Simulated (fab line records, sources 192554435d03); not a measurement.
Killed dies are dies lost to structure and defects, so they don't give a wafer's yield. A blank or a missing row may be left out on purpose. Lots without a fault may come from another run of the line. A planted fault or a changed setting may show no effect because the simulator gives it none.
Which tool did it? | flow n5_finfet | 8 lots, 24 wafers sampled, at 6 steps of a route of 1938

WHAT THE GAUGES READ, wafer by wafer
N5_BEOL_M3_INSPECT_30: inspects for defects (brightfield).
lot  | measured     | on                | raw_defect_count
L786 | day 9 08:44  | defect_inspect-01 | 423 506 435
L787 | day 9 08:48  | defect_inspect-01 | 374 307 394
L793 | day 10 18:07 | defect_inspect-01 | 369 286 393
L794 | day 11 08:56 | defect_inspect-02 | 563 829 508
L795 | day 11 10:19 | defect_inspect-01 | 369 337 382
L796 | day 11 15:14 | defect_inspect-01 | 1215 1526 1344
L800 | day 12 17:00 | defect_inspect-02 | 1210 1312 1178
L801 | day 13 05:56 | defect_inspect-01 | 501 330 536

N5_BEOL_M4_RC_MEAS_101.
lot  | measured     | on        | DIBL_N (mV/V)  | DIBL_P (mV/V)  | IOFF_N (nA/um) | IOFF_P (nA/um) | ION_N (uA/um) | ION_P (uA/um) | SS_N (mV/dec)  | SS_P (mV/dec)  | VT_N (mV)   | VT_P (mV)
L786 | day 10 10:27 | prober-02 | 35.9 37.2 36.9 | 36.8 37.1 37.2 | 0.17 0.17 0.16 | 0.24 0.22 0.23 | 691 664 670   | 476 455 462   | 71.0 72.0 72.5 | 73.7 74.0 74.4 | 249 251 252 | -249 -249 -249
L787 | day 10 21:10 | prober-01 | 35.9 37.0 38.1 | 35.8 38.1 38.4 | 0.14 0.17 0.18 | 0.16 0.21 0.22 | 675 661 685   | 454 455 465   | 71.9 71.1 72.2 | 73.2 74.0 74.1 | 254 250 250 | -256 -252 -254
L793 | day 12 08:23 | prober-01 | 35.5 33.3 35.3 | 35.2 32.9 34.6 | 0.13 0.11 0.14 | 0.18 0.16 0.18 | 650 656 665   | 451 459 452   | 71.8 70.9 71.5 | 73.1 72.7 73.1 | 252 254 253 | -251 -254 -251
L794 | day 12 15:44 | prober-02 | 34.9 36.9 36.8 | 35.8 37.6 38.6 | 0.13 0.18 0.17 | 0.18 0.22 0.24 | 671 673 672   | 456 454 463   | 72.0 72.6 71.8 | 73.1 73.7 73.5 | 253 250 249 | -253 -250 -248
L795 | day 12 19:28 | prober-01 | 36.6 37.8 41.0 | 32.5 34.6 37.7 | 0.13 0.16 0.23 | 0.18 0.22 0.27 | 661 673 677   | 455 457 462   | 71.1 71.8 72.7 | 73.0 74.1 74.2 | 252 247 244 | -254 -249 -249
L796 | day 13 03:19 | prober-01 | 38.8 35.6 38.5 | 40.6 36.4 40.4 | 0.21 0.15 0.21 | 0.29 0.21 0.30 | 670 656 670   | 462 456 467   | 72.3 71.5 72.9 | 74.8 72.8 74.9 | 247 253 245 | -244 -249 -247
L800 | day 14 07:06 | prober-01 | 37.4 37.4 38.9 | 38.4 38.9 38.7 | 0.16 0.17 0.18 | 0.22 0.25 0.24 | 678 667 654   | 468 455 452   | 71.0 71.4 72.4 | 74.4 73.9 74.9 | 251 253 254 | -249 -247 -249
L801 | day 14 14:19 | prober-02 | 38.1 35.2 35.7 | 37.1 34.2 34.4 | 0.19 0.14 0.14 | 0.25 0.19 0.21 | 669 680 678   | 458 466 474   | 71.4 71.2 71.6 | 73.8 72.6 73.6 | 249 251 249 | -248 -250 -248

WHICH TOOL RAN EACH LOT (tool, then ch and the chambers of the sampled wafers, then the start)
lot  | N5_BEOL_M3_PECVD_72             | N5_BEOL_M3_ETCH_63                 | N5_BEOL_M3_STRIP_66                | N5_BEOL_M3_STRIP_19
L786 | pecvd-04 ch 0,2, day 9 02:34    | rie_diel-06 ch 1,2,3, day 9 04:02  | rie_diel-06 ch 1,2,3, day 9 04:11  | rie_diel-01 ch 1,2,3, day 9 04:20
L787 | pecvd-02 ch 0,1,2, day 9 06:49  | rie_diel-01 ch 1,2,3, day 9 07:50  | rie_diel-01 ch 1,2,3, day 9 07:59  | rie_diel-01 ch 1,2, day 9 08:08
L793 | pecvd-01 ch 0,1,2, day 10 16:09 | rie_diel-06 ch 1,2,3, day 10 17:14 | rie_diel-06 ch 1,2,3, day 10 17:23 | rie_diel-01 ch 0,1, day 10 17:38
L794 | pecvd-01 ch 0,1, day 11 04:45   | rie_diel-01 ch 0,2,3, day 11 07:55 | rie_diel-01 ch 0,2,3, day 11 08:04 | rie_diel-01 ch 0,2,3, day 11 08:20
L795 | pecvd-01 ch 0,1,2, day 11 07:42 | rie_diel-03 ch 2,3, day 11 09:19   | rie_diel-03 ch 2,3, day 11 09:28   | rie_diel-03 ch 1,2,3, day 11 09:43
L796 | pecvd-04 ch 0,1,2, day 11 12:35 | rie_diel-06 ch 0,1, day 11 14:13   | rie_diel-06 ch 0,1, day 11 14:34   | rie_diel-01 ch 1,2, day 11 14:43
L800 | pecvd-04 ch 0,2, day 12 14:47   | rie_diel-06 ch 0,3, day 12 16:13   | rie_diel-06 ch 0,3, day 12 16:22   | rie_diel-03 ch 0,3, day 12 16:31
L801 | pecvd-01 ch 0,1, day 13 00:37   | rie_diel-01 ch 1,2,3, day 13 05:00 | rie_diel-01 ch 1,2,3, day 13 05:09 | rie_diel-06 ch 1,2,3, day 13 05:20
- N5_BEOL_M3_PECVD_72: deposits SiO2 from TEOS/O2, target thk 16 nm, time 18 s.
- N5_BEOL_M3_ETCH_63: etches SiARC in CF4, target depth 15.6 nm, time 26 s.
- N5_BEOL_M3_STRIP_66: strips in CF4.
- N5_BEOL_M3_STRIP_19: strips in O2.

WHAT THE TOOLS THEMSELVES READ (means of the sampled wafers that have a number; where no wafer has one, the mark that the record gives instead)
N5_BEOL_M3_PECVD_72.
lot  | tool     | heater_power_w (W) | showerhead_plenum_p_Torr (Torr) | throttle_valve_pct (%)
L786 | pecvd-04 | 575                | 8.75                            | 22.1
L787 | pecvd-02 | 667                | 8.72                            | 23.2
L793 | pecvd-01 | 766                | 8.83                            | 22.1
L794 | pecvd-01 | 783                | 8.84                            | 23.0
L795 | pecvd-01 | 760                | 8.84                            | 22.2
L796 | pecvd-04 | 594                | 8.80                            | 22.2
L800 | pecvd-04 | 541                | 8.78                            | 21.5
L801 | pecvd-01 | 802                | 8.83                            | 23.1

N5_BEOL_M3_ETCH_63.
lot  | tool        | drypump_motor_current_A (A) | etch_rf_on_time_s (s) | oes_product_au (a.u.) | rf_vpp_V (V) | showerhead_plenum_p_Torr (Torr) | throttle_valve_pct (%)
L786 | rie_diel-06 | 5.7                         | 25.9                  | 0.69                  | 183.5        | 2.19                            | 15.63
L787 | rie_diel-01 | 6.0                         | 25.8                  | 0.68                  | 183.8        | 2.13                            | 15.58
L793 | rie_diel-06 | 5.7                         | 26.1                  | 0.68                  | 185.0        | 2.19                            | 15.65
L794 | rie_diel-01 | 6.0                         | 26.6                  | 0.65                  | 184.8        | 2.15                            | 15.61
L795 | rie_diel-03 | 4.8                         | 26.0                  | 0.65                  | 183.4        | 2.08                            | 15.59
L796 | rie_diel-06 | 6.1                         | 25.9                  | 0.76                  | 184.4        | 2.18                            | 15.29
L800 | rie_diel-06 | 6.4                         | 26.4                  | 0.70                  | 183.1        | 2.17                            | 15.28
L801 | rie_diel-01 | 6.0                         | 26.3                  | 0.65                  | 184.5        | 2.12                            | 15.64

N5_BEOL_M3_STRIP_66.
lot  | tool        | drypump_motor_current_A (A) | oes_product_au (a.u.) | rf_vpp_V (V) | showerhead_plenum_p_Torr (Torr) | throttle_valve_pct (%)
L786 | rie_diel-06 | 5.7                         | 0.79                  | 271.8        | 1.83                            | 13.58
L787 | rie_diel-01 | 5.9                         | 0.78                  | 270.4        | 1.79                            | 13.56
L793 | rie_diel-06 | 5.7                         | 0.79                  | 272.4        | 1.83                            | 13.61
L794 | rie_diel-01 | 6.0                         | 0.77                  | 271.5        | 1.80                            | 13.60
L795 | rie_diel-03 | 4.8                         | 0.75                  | 270.2        | 1.74                            | 13.53
L796 | rie_diel-06 | 6.1                         | 0.87                  | 272.2        | 1.83                            | 13.28
L800 | rie_diel-06 | 6.4                         | 0.82                  | 272.2        | 1.82                            | 13.29
L801 | rie_diel-01 | 5.9                         | 0.75                  | 270.2        | 1.78                            | 13.64

N5_BEOL_M3_STRIP_19.
lot  | tool        | drypump_motor_current_A (A) | oes_product_au (a.u.) | rf_vpp_V (V) | showerhead_plenum_p_Torr (Torr) | throttle_valve_pct (%)
L786 | rie_diel-01 | 6.0                         | 0.78                  | 3.4          | 2.09                            | 16.67
L787 | rie_diel-01 | 5.8                         | 0.72                  | 4.0          | 2.08                            | 16.84
L793 | rie_diel-01 | 5.9                         | 0.70                  | 4.0          | 2.04                            | 16.94
L794 | rie_diel-01 | 6.1                         | 0.76                  | 3.6          | 2.12                            | 16.74
L795 | rie_diel-03 | 4.9                         | 0.77                  | 3.8          | 2.06                            | 16.81
L796 | rie_diel-01 | 5.8                         | 0.72                  | 4.2          | 2.07                            | 16.88
L800 | rie_diel-03 | 5.0                         | 0.79                  | 3.4          | 2.06                            | 16.71
L801 | rie_diel-06 | 5.7                         | 0.77                  | 3.9          | 2.13                            | 16.70

THE ANSWER, worked out from the rows above alone
Rule: what is usual is taken from the lots themselves. Put in order of their means at a reading, lots are off if they are a third of the lots or fewer, leave a main group of 4 or more, and stand apart from it by a gap of 3 or more times the standard deviation of the main group's means; of several such gaps the widest counts. A main group whose means are all the same, to the digits that the tables above print for the reading, isn't used. A lot without any number at a reading at which 4 lots or more have one is off too. The other lots that the step has rows for count as sound. The gauges are gone through in route order, then the tools' own readings, and for those a lot's mean is taken as printed above. The first step at which some lot is off is used, and at that step the reading that is off furthest; a lot without a number counts as furthest.
Off: L796, L800, at N5_BEOL_M3_INSPECT_30 (raw_defect_count). The main group: mean 436, standard deviation 99.
A tool fits if, at a process step before that reading, it ran every lot that is off, and no sound lot after the first of them. The gauges at N5_BEOL_M3_INSPECT_30 aren't tried: what is off there is off at N5_BEOL_M3_ETCH_63 too, on other tools, and a gauge's error can't cause that. Can't be told from this: 2 tools fit, pecvd-04 at N5_BEOL_M3_PECVD_72, rie_diel-06 at N5_BEOL_M3_ETCH_63 and N5_BEOL_M3_STRIP_66.

WHAT THE SIMULATOR HAD PUT IN
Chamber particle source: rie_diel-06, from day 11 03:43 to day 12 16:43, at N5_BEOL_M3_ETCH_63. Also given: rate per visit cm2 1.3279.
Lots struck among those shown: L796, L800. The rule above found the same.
